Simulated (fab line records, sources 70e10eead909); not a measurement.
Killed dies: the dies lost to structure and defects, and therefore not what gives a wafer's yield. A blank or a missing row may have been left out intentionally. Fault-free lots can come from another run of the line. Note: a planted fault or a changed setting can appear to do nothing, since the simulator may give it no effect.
fab line records | flow nand_harc | part 1 of 2: steps 1 to 33 of 38
record: lots: 5 wafers: 15 last_day: 33
route steps=1302 shown A_ONON_D1@431 A_CHANNEL_HOLE_D1@450
lots that met no fault: taken from a fault-free run of the same line
start_h: the number of hours between the record's first day and the start of the first shown wafer of the lot | wait_h: hours from the lot's prior step to this one | " same as the row above | L1.1+2: several wafers, shown together as one row | - no value present, or no start provided | * or withheld: withheld | < > ~ a bound
route shown NAME@n: a module of which the file shows steps, and the number in the route of the first | usual: mean and standard deviation over wafers with no fault | same: alike in all rows | chamber/n: place in a boat | sites: the reading at each site | _std_site: standard deviation of those values | _edge_site: inner sites' mean taken away from outer sites' mean | radius_mm: how far each site lies from the wafer's centre | mask NAME#n: copy n | behind: the most recent tool/chamber to have shaped the wafer | hold: what put the lot on hold/how long, in hours/how the hold closed | device: which transistor (n, p or np) failed to switch | end of line: at the end of the route, the tests of the same wafers | where a step has no rows: the recipe by itself | killed: at the first sort, the dies lost to defects and structure; wafer yield is something else | map: a wafer's dies, marking killed ones x, the rest . and places with no die _
set.NAME: the setting the step ran with; set.NAME@STEP: the setting that earlier step ran with | model.NAME: the simulator's own value behind a step, which no gauge read
lots at selected steps of the route; one table per step, one row per wafer
services: the hour from which a tool's chamber was out of use, counted from the record's first day as start_h (under 0 if before that day), plus the number of hours and why
== steps ==
step: NHARC_A_ONON_D1_THK_MEAS_11
recipe: thk_meas_gauge: ellipsometry
usual: thk_nm: 1000/8.3
columns lot.wafer tool chamber start_h wait_h thk_nm
L075.1 film_metro-02 - 172.96 - 975
L075.2 " - " " 977
L075.4 " - " " 974
L086.2 film_metro-01 - 290.02 - 995
L086.3 " - " " 995
L086.6 " - " " 995
L094.2 film_metro-02 - 366.58 - 997
L094.5 " - " " 993
L094.6 " - " " 997
L095.2 film_metro-01 - 375.23 - 1004
L095.5 " - " " 1004
L095.6 " - " " 1004
L096.2 film_metro-01 - 384.25 - 1003
L096.3 " - " " 1001
L096.5 " - " " 1003
step: NHARC_A_ONON_D1_DEP_12
recipe: target_thk_a: 10000 n2_flow_sccm: 2750 n2o_flow_sccm: 2000 nh3_flow_sccm: 500 sih4_flow_sccm: 210 temp_c: 400
columns lot.wafer tool chamber start_h wait_h
L075.1+2+4 pecvd_onon-02 0 173.02 0.1
L086.2+3+6 pecvd_onon-04 0 290.14 0.1
L094.2+5+6 pecvd_onon-03 0 366.69 0.1
L095.2+5+6 pecvd_onon-04 0 375.35 0.1
L096.2+3+5 pecvd_onon-04 0 384.37 0.1
step: NHARC_A_ONON_D1_THK_MEAS_14
recipe: thk_meas_gauge: ellipsometry
usual: thk_nm: 995/11
columns lot.wafer tool chamber start_h wait_h thk_nm
L075.1 film_metro-02 - 173.53 - 984
L075.2 " - " " 982
L075.4 " - " " 983
L086.2 film_metro-02 - 290.59 - 1010
L086.3 " - " " 1012
L086.6 " - " " 1010
L094.2 film_metro-02 - 367.14 - 984
L094.5 " - " " 985
L094.6 " - " " 985
L095.2 film_metro-01 - 375.80 - 994
L095.5 " - " " 995
L095.6 " - " " 995
L096.2 film_metro-01 - 384.82 - 987
L096.3 " - " " 987
L096.5 " - " " 984
step: NHARC_A_ONON_D1_ANNEAL_15
recipe: temp_c: 750 time_s: 3600
usual: zone_power_lower_pct: 13.2/0.88
columns lot.wafer tool chamber start_h wait_h zone_power_lower_pct
L075.1 furnace-04 0 176.92 3.4 13.2
L075.2 " 0 " " 13.7
L075.4 " 0 " " 13.6
L086.2 furnace-04 0 293.98 3.4 13.8
L086.3 " 0 " " 13.8
L086.6 " 0 " " 13.6
L094.2 furnace-04 0 370.53 3.4 13.4
L094.5 " 0 " " 13.5
L094.6 " 0 " " 13.5
L095.2 furnace-07 0 378.98 3.2 11.3
L095.5 " 0 " " 11.2
L095.6 " 0 " " 11.3
L096.2 furnace-04 0 388.21 3.4 13.6
L096.3 " 0 " " 13.7
L096.5 " 0 " " 13.7
step: NHARC_A_ONON_D1_DEP_16
recipe: target_thk_a: 10000 n2_flow_sccm: 2750 n2o_flow_sccm: 2000 nh3_flow_sccm: 500 sih4_flow_sccm: 210 temp_c: 400
columns lot.wafer tool chamber start_h wait_h
L075.1+2+4 pecvd_onon-04 0 180.84 0.1
L086.2+3+6 pecvd_onon-02 0 297.91 0.1
L094.2+5+6 pecvd_onon-04 0 374.48 0.2
L095.2+5+6 pecvd_onon-03 0 382.91 0.1
L096.2+3+5 pecvd_onon-02 0 392.13 0.1
step: NHARC_A_ONON_D1_THK_MEAS_18
recipe: thk_meas_gauge: ellipsometry
usual: thk_nm: 1000/11
columns lot.wafer tool chamber start_h wait_h thk_nm
L075.1 film_metro-01 - 181.35 - 988
L075.2 " - " " 987
L075.4 " - " " 988
L086.2 film_metro-01 - 298.37 - 1016
L086.3 " - " " 1018
L086.6 " - " " 1017
L094.2 film_metro-01 - 374.93 - 1017
L094.5 " - " " 1018
L094.6 " - " " 1020
L095.2 film_metro-01 - 383.36 - 987
L095.5 " - " " 987
L095.6 " - " " 986
L096.2 film_metro-02 - 392.59 - 1012
L096.3 " - " " 1013
L096.5 " - " " 1013
step: NHARC_A_ONON_D1_DEP_19
recipe: target_thk_a: 10000 n2_flow_sccm: 2750 n2o_flow_sccm: 2000 nh3_flow_sccm: 500 sih4_flow_sccm: 210 temp_c: 400
columns lot.wafer tool chamber start_h wait_h
L075.1+2+4 pecvd_onon-02 0 181.41 0.1
L086.2+3+6 pecvd_onon-04 0 298.48 0.1
L094.2+5+6 pecvd_onon-03 0 375.13 0.2
L095.2+5+6 pecvd_onon-04 0 383.47 0.1
L096.2+3+5 pecvd_onon-04 0 392.70 0.1
step: NHARC_A_ONON_D1_THK_MEAS_21
recipe: thk_meas_gauge: ellipsometry
usual: thk_nm: 1000/11
columns lot.wafer tool chamber start_h wait_h thk_nm
L075.1 film_metro-01 - 181.92 - 987
L075.2 " - " " 988
L075.4 " - " " 987
L086.2 film_metro-02 - 298.94 - 1000
L086.3 " - " " 1000
L086.6 " - " " 1000
L094.2 film_metro-01 - 375.58 - 1007
L094.5 " - " " 1006
L094.6 " - " " 1006
L095.2 film_metro-01 - 383.93 - 999
L095.5 " - " " 998
L095.6 " - " " 997
L096.2 film_metro-01 - 393.16 - 995
L096.3 " - " " 995
L096.5 " - " " 995
step: NHARC_A_ONON_D1_DEP_22
recipe: target_thk_a: 10000 n2_flow_sccm: 2750 n2o_flow_sccm: 2000 nh3_flow_sccm: 500 sih4_flow_sccm: 210 temp_c: 400
columns lot.wafer tool chamber start_h wait_h
L075.1+2+4 pecvd_onon-03 0 181.97 0.1
L086.2+3+6 pecvd_onon-03 0 299.05 0.1
L094.2+5+6 pecvd_onon-04 0 375.70 0.1
L095.2+5+6 pecvd_onon-02 0 384.04 0.1
L096.2+3+5 pecvd_onon-03 0 393.27 0.1
step: NHARC_A_ONON_D1_THK_MEAS_24
recipe: thk_meas_gauge: ellipsometry
usual: thk_nm: 1001/8.3
columns lot.wafer tool chamber start_h wait_h thk_nm
L075.1 film_metro-02 - 182.48 - 995
L075.2 " - " " 996
L075.4 " - " " 995
L086.2 film_metro-01 - 299.50 - 997
L086.3 " - " " 995
L086.6 " - " " 995
L094.2 film_metro-01 - 376.15 - 999
L094.5 " - " " 1000
L094.6 " - " " 999
L095.2 film_metro-01 - 384.50 - 983
L095.5 " - " " 984
L095.6 " - " " 983
L096.2 film_metro-02 - 393.73 - 992
L096.3 " - " " 989
L096.5 " - " " 990
step: NHARC_A_ONON_D1_DEP_25
recipe: target_thk_a: 10000 n2_flow_sccm: 2750 n2o_flow_sccm: 2000 nh3_flow_sccm: 500 sih4_flow_sccm: 210 temp_c: 400
columns lot.wafer tool chamber start_h wait_h
L075.1+2+4 pecvd_onon-04 0 182.54 0.1
L086.2+3+6 pecvd_onon-02 0 299.61 0.1
L094.2+5+6 pecvd_onon-04 0 376.27 0.1
L095.2+5+6 pecvd_onon-03 0 384.61 0.1
L096.2+3+5 pecvd_onon-02 0 393.84 0.1
step: NHARC_A_ONON_D1_THK_MEAS_27
recipe: thk_meas_gauge: ellipsometry
usual: thk_nm: 1002/8.3
columns lot.wafer tool chamber start_h wait_h thk_nm
L075.1 film_metro-02 - 183.04 - 997
L075.2 " - " " 998
L075.4 " - " " 996
L086.2 film_metro-01 - 300.07 - 997
L086.3 " - " " 995
L086.6 " - " " 997
L094.2 film_metro-01 - 376.72 - 994
L094.5 " - " " 993
L094.6 " - " " 993
L095.2 film_metro-01 - 385.06 - 1009
L095.5 " - " " 1009
L095.6 " - " " 1010
L096.2 film_metro-01 - 394.29 - 1003
L096.3 " - " " 1006
L096.5 " - " " 1005
step: NHARC_A_ONON_D1_DEP_28
recipe: target_thk_a: 10000 n2_flow_sccm: 2750 n2o_flow_sccm: 2000 nh3_flow_sccm: 500 sih4_flow_sccm: 210 temp_c: 400
columns lot.wafer tool chamber start_h wait_h
L075.1+2+4 pecvd_onon-02 0 183.10 0.1
L086.2+3+6 pecvd_onon-04 0 300.18 0.1
L094.2+5+6 pecvd_onon-04 0 376.84 0.1
L095.2+5+6 pecvd_onon-02 0 385.18 0.1
L096.2+3+5 pecvd_onon-04 0 394.41 0.1
step: NHARC_A_ONON_D1_THK_MEAS_30
recipe: thk_meas_gauge: ellipsometry
usual: thk_nm: 996/8.6
columns lot.wafer tool chamber start_h wait_h thk_nm
L075.1 film_metro-02 - 183.61 - 997
L075.2 " - " " 997
L075.4 " - " " 996
L086.2 film_metro-02 - 300.63 - 997
L086.3 " - " " 996
L086.6 " - " " 995
L094.2 film_metro-01 - 377.29 - 999
L094.5 " - " " 1000
L094.6 " - " " 1002
L095.2 film_metro-01 - 385.63 - 1002
L095.5 " - " " 1002
L095.6 " - " " 1002
L096.2 film_metro-01 - 394.86 - 997
L096.3 " - " " 998
L096.5 " - " " 996
step: NHARC_A_ONON_D1_DEP_33
recipe: target_thk_a: 2000 temp_c: 400 pressure_torr: 6.5 rf_w: 900 teos_flow_sccm: 161.4 flow_sccm: 2650 target_thk_nm: 200 gas: O2 material: SiO2
usual: heater_power_w: 526/70 throttle_valve_pct: 16.0/0.53
columns lot.wafer tool chamber start_h wait_h heater_power_w throttle_valve_pct
L075.1 pecvd-03 2 183.67 0.1 501 15.5
L075.2 " 0 " " 502 15.5
L075.4 " 2 " " 504 15.8
L086.2 pecvd-03 0 300.69 0.1 463 16.0
L086.3 " 2 " " 440 15.8
L086.6 " 0 " " 472 15.7
L094.2 pecvd-01 2 377.45 0.2 406 16.1
L094.5 " 2 " " 446 15.9
L094.6 " 0 " " 594 15.1
L095.2 pecvd-01 1 385.69 0.1 615 15.9
L095.5 " 2 " " 498 16.1
L095.6 " 0 " " 580 15.0
L096.3 pecvd-01 2 394.91 0.1 482 15.9
L096.2 " 0 " " 629 15.2
L096.5 " 2 " " 503 16.2
step: NHARC_A_ONON_D1_THK_MEAS_34
recipe: thk_meas_gauge: ellipsometry
usual: thk_nm: 199.8/2.7
columns lot.wafer tool chamber start_h wait_h thk_nm
L075.1 film_metro-01 - 184.08 - 195.2
L075.2 " - " " 198.2
L075.4 " - " " 204.8
L086.2 film_metro-01 - 301.10 - 199.1
L086.3 " - " " 197.3
L086.6 " - " " 204.3
L094.2 film_metro-01 - 378.01 0.5 197.3
L094.5 " - " " 200.1
L094.6 " - " " 201.8
L095.2 film_metro-01 - 386.10 - 200.8
L095.5 " - " " 202.2
L095.6 " - " " 200.1
L096.2 film_metro-02 - 395.33 - 197.1
L096.3 " - " " 200.0
L096.5 " - " " 202.9
step: NHARC_A_ONON_D1_INSPECT_32
usual: raw_defect_count: 70/28
columns lot.wafer tool chamber start_h wait_h raw_defect_count
L075.1 defect_inspect-02 - 184.16 0.0 84
L075.2 " - " " 102
L075.4 " - " " 59
L086.2 defect_inspect-02 - 301.19 0.0 49
L086.3 " - " " 50
L086.6 " - " " 76
L094.2 defect_inspect-02 - 378.07 0.0 44
L094.5 " - " " 68
L094.6 " - " " 59
L095.2 defect_inspect-02 - 386.16 0.0 81
L095.5 " - " " 256
L095.6 " - " " 76
L096.2 defect_inspect-01 - 395.40 0.0 52
L096.3 " - " " 63
L096.5 " - " " 79
step: NHARC_A_CHANNEL_HOLE_D1_DEP_00
recipe: target_thk_a: 31000 temp_c: 400 material: aC
usual: throttle_valve_pct: 34.999/0.0098
columns lot.wafer tool chamber start_h wait_h throttle_valve_pct
L075.1 acl_dep-01 0 184.66 0.5 35.011
L075.2 " 0 " " 35.004
L075.4 " 0 " " 34.999
L086.2 acl_dep-01 0 304.80 3.6 34.996
L086.3 " 0 " " 34.994
L086.6 " 0 " " 35.010
L094.2 acl_dep-02 0 384.59 6.5 34.988
L094.5 " 0 " " 35.000
L094.6 " 0 " " 35.004
L095.2 acl_dep-03 0 387.88 1.7 35.007
L095.5 " 0 " " 35.006
L095.6 " 0 " " 34.993
L096.2 acl_dep-02 0 395.78 0.4 35.009
L096.3 " 0 " " 35.001
L096.5 " 0 " " 35.015
step: NHARC_A_CHANNEL_HOLE_D1_DEP_01
recipe: target_thk_a: 1400 target_thk_nm: 140 temp_c: 400 pressure_torr: 3.5 flow_sccm: 200 rf_w: 350 material: SiON
usual: heater_power_w: 708/76
columns lot.wafer tool chamber start_h wait_h heater_power_w
L075.1 pecvd-02 2 186.61 1.6 656
L075.2 " 0 " " 619
L075.4 " 1 " " 669
L086.2 pecvd-01 0 306.43 1.3 861
L086.3 " 1 " " 841
L086.6 " 1 " " 835
L094.2 pecvd-02 0 386.26 1.4 676
L094.6 " 1 " " 698
L094.5 " 2 " " 632
L095.2 pecvd-03 2 389.49 1.3 710
L095.6 " 0 " " 674
L095.5 " 1 " " 732
L096.3 pecvd-03 0 397.39 1.0 603
L096.2 " 1 " " 719
L096.5 " 1 " " 713
step: NHARC_A_CHANNEL_HOLE_D1_DEHYDRATE_02
recipe: temp_c: 150 time_s: 120
columns lot.wafer tool chamber start_h wait_h
L075.1+2+4 litho_track-06 0 186.85 0.2
L086.2+3+6 litho_track-01 0 306.67 0.2
L094.2+5+6 litho_track-06 0 386.47 0.2
L095.2+5+6 litho_track-06 0 389.77 0.2
L096.2+3+5 litho_track-01 0 397.66 0.2
step: NHARC_A_CHANNEL_HOLE_D1_HMDS_03
recipe: time_s: 30
columns lot.wafer tool chamber start_h wait_h
L075.1+2+4 litho_track-06 0 - -
L086.2+3+6 litho_track-01 0 - -
L094.2+5+6 litho_track-06 0 - -
L095.2+5+6 litho_track-06 0 - -
L096.2+3+5 litho_track-01 0 - -
step: NHARC_A_CHANNEL_HOLE_D1_COAT_36
recipe: temp_c: 260 time_s: 75
columns lot.wafer tool chamber start_h wait_h
L075.1+2+4 litho_track-06 0 - -
L086.2+3+6 litho_track-01 0 - -
L094.2+5+6 litho_track-06 0 - -
L095.2+5+6 litho_track-06 0 - -
L096.2+3+5 litho_track-01 0 - -
step: NHARC_A_CHANNEL_HOLE_D1_COAT_37
recipe: temp_c: 225 time_s: 65
columns lot.wafer tool chamber start_h wait_h
L075.1+2+4 litho_track-06 0 - -
L086.2+3+6 litho_track-01 0 - -
L094.2+5+6 litho_track-06 0 - -
L095.2+5+6 litho_track-06 0 - -
L096.2+3+5 litho_track-01 0 - -
step: NHARC_A_CHANNEL_HOLE_D1_COAT_04
recipe: spin_rpm: 1500 resist_thk_nm: 90
columns lot.wafer tool chamber start_h wait_h
L075.1+2+4 litho_track-06 0 - -
L086.2+3+6 litho_track-01 0 - -
L094.2+5+6 litho_track-06 0 - -
L095.2+5+6 litho_track-06 0 - -
L096.2+3+5 litho_track-01 0 - -
step: NHARC_A_CHANNEL_HOLE_D1_SOFTBAKE_05
recipe: temp_c: 105 time_s: 55
columns lot.wafer tool chamber start_h wait_h
L075.1+2+4 litho_track-06 0 - -
L086.2+3+6 litho_track-01 0 - -
L094.2+5+6 litho_track-06 0 - -
L095.2+5+6 litho_track-06 0 - -
L096.2+3+5 litho_track-01 0 - -
step: NHARC_A_CHANNEL_HOLE_D1_EBR_06
columns lot.wafer tool chamber start_h wait_h
L075.1+2+4 litho_track-06 0 - -
L086.2+3+6 litho_track-01 0 - -
L094.2+5+6 litho_track-06 0 - -
L095.2+5+6 litho_track-06 0 - -
L096.2+3+5 litho_track-01 0 - -
step: NHARC_A_CHANNEL_HOLE_D1_EXPOSE_07
recipe: na: 1.35 target_cd_nm: 100 sigma_outer: 0.3 dose_mj: 59.65 mask_id: HOLE_D1
usual: exposure_dose_mJ_cm2: 59.59/0.057
columns lot.wafer tool chamber start_h wait_h mask exposure_dose_mJ_cm2
L075.1 arfi_scanner-01 0 187.04 - HOLE_D1#0 59.62
L075.2 " 0 " " HOLE_D1#0 59.62
L075.4 " 0 " " HOLE_D1#0 59.56
L086.2 arfi_scanner-02 0 306.99 - HOLE_D1#0 59.69
L086.3 " 0 " " HOLE_D1#0 59.67
L086.6 " 0 " " HOLE_D1#0 59.63
L094.2 arfi_scanner-01 0 386.78 - HOLE_D1#0 59.64
L094.5 " 0 " " HOLE_D1#0 59.63
L094.6 " 0 " " HOLE_D1#0 59.56
L095.2 arfi_scanner-02 0 390.08 - HOLE_D1#0 59.64
L095.5 " 0 " " HOLE_D1#0 59.54
L095.6 " 0 " " HOLE_D1#0 59.61
L096.2 arfi_scanner-03 0 397.97 - HOLE_D1#0 59.56
L096.3 " 0 " " HOLE_D1#0 59.55
L096.5 " 0 " " HOLE_D1#0 59.62
step: NHARC_A_CHANNEL_HOLE_D1_PEB_08
recipe: peb_temp_c: 100 peb_time_s: 65
columns lot.wafer tool chamber start_h wait_h
L075.1+2+4 litho_track-06 0 187.10 0.1
L086.2+3+6 litho_track-04 0 307.04 0.1
L094.2+5+6 litho_track-04 0 386.84 0.1
L095.2+5+6 litho_track-01 0 390.15 0.1
L096.2+3+5 litho_track-06 0 398.03 0.1
step: NHARC_A_CHANNEL_HOLE_D1_DEVELOP_09
recipe: develop_time_s: 35 dev_temp_c: 23
columns lot.wafer tool chamber start_h wait_h
L075.1+2+4 litho_track-06 0 - -
L086.2+3+6 litho_track-04 0 - -
L094.2+5+6 litho_track-04 0 - -
L095.2+5+6 litho_track-01 0 - -
L096.2+3+5 litho_track-06 0 - -
step: NHARC_A_CHANNEL_HOLE_D1_CD_MEAS_10
recipe: target_cd_nm: 100 landing_energy_ev: 500
usual: cd_nm: 100.1/0.6
columns lot.wafer tool chamber start_h wait_h cd_nm
L075.1 cd_sem-03 0 187.18 - 99.4
L075.2 " 0 " " 99.5
L075.4 " 0 " " 99.3
L086.2 cd_sem-01 0 307.12 - 99.3
L086.3 " 0 " " 100.3
L086.6 " 0 " " 100.1
L094.2 cd_sem-01 0 386.92 - 100.8
L094.5 " 0 " " 99.6
L094.6 " 0 " " 100.8
L095.2 cd_sem-03 0 390.23 - 101.0
L095.5 " 0 " " 100.6
L095.6 " 0 " " 100.8
L096.2 cd_sem-01 0 398.11 - 99.4
L096.3 " 0 " " 99.5
L096.5 " 0 " " 99.1
step: NHARC_A_CHANNEL_HOLE_D1_OVL_MEAS_11
usual: overlay_x_nm: 0.2/0.7 overlay_y_nm: -0.1/0.63
columns lot.wafer tool chamber start_h wait_h overlay_x_nm overlay_y_nm
L075.1 overlay-02 - 187.27 - -0.3 -0.4
L075.2 " - " " -0.5 -0.1
L075.4 " - " " 0.0 -0.5
L086.2 overlay-01 - 307.21 - -0.4 0.3
L086.3 " - " " -0.1 -0.2
L086.6 " - " " -0.7 -0.6
L094.2 overlay-01 - 387.01 - 0.6 0.0
L094.5 " - " " 0.3 -0.8
L094.6 " - " " 0.3 -0.4
L095.2 overlay-01 - 390.31 - 0.1 -0.6
L095.5 " - " " 0.6 -0.5
L095.6 " - " " 0.2 -0.7
L096.2 overlay-01 - 398.20 - 0.2 1.2
L096.3 " - " " -0.4 0.5
L096.5 " - " " -0.4 0.5
step: NHARC_A_CHANNEL_HOLE_D1_INSPECT_12
usual: raw_defect_count: 5.6/3
columns lot.wafer tool chamber start_h wait_h raw_defect_count
L075.1 defect_inspect-01 - 187.30 0.0 3
L075.2 " - " " 8
L075.4 " - " " 4
L086.2 defect_inspect-01 - 307.25 0.0 4
L086.3 " - " " 9
L086.6 " - " " 1
L094.2 defect_inspect-02 - 387.05 0.0 6
L094.5 " - " " 2
L094.6 " - " " 7
L095.2 defect_inspect-01 - 390.35 0.0 7
L095.5 " - " " 25
L095.6 " - " " 7
L096.2 defect_inspect-02 - 398.24 0.0 4
L096.3 " - " " 6
L096.5 " - " " 6
step: NHARC_A_CHANNEL_HOLE_D1_DESCUM_15
recipe: time_s: 3 o2_flow_sccm: 200 ar_flow_sccm: 0 bias_power_w: 0 chemistry: O2
usual: drypump_motor_current_A: 5.8/0.37 oes_product_au: 1.000/0.0089 rf_vpp_V: 57.6/0.92 showerhead_plenum_p_Torr: 1.90/0.09 throttle_valve_pct: 11.311/0.0096
columns lot.wafer tool chamber start_h wait_h drypump_motor_current_A oes_product_au rf_hours_counter_h rf_vpp_V showerhead_plenum_p_Torr throttle_valve_pct
L075.4 rie_diel-02 3 187.37 0.1 5.4 0.997 11 59.1 2.04 11.318
L075.1 " 0 " " 6.2 0.996 12 55.9 1.80 11.317
L075.2 " 2 " " 5.5 0.998 10 58.8 1.84 11.314
L086.3 rie_diel-02 1 307.31 0.1 5.5 1.006 7 58.0 1.97 11.300
L086.2 " 0 " " 6.2 1.002 7 57.3 1.79 11.298
L086.6 " 1 " " 5.6 1.015 - 56.8 1.97 11.296
L094.2 rie_diel-02 2 387.13 0.1 5.6 0.998 14 57.2 1.84 11.304
L094.6 " 3 " " 5.4 0.995 - 57.7 2.03 11.298
L094.5 " 0 " " 6.2 1.001 - 58.2 1.79 11.318
L095.2 rie_diel-02 0 390.44 0.1 6.2 0.986 16 57.0 1.79 11.313
L095.5 " 1 " " 5.5 1.003 - 57.5 1.97 11.300
L095.6 " 2 " " 5.5 1.017 - 56.1 1.84 11.327
L096.3 rie_diel-11 2 398.30 0.1 6.6 1.006 47 57.8 1.88 11.318
L096.2 " 3 " " 6.1 0.985 47 56.7 1.94 11.304
L096.5 " 2 " " 6.6 1.008 - 58.3 1.88 11.315
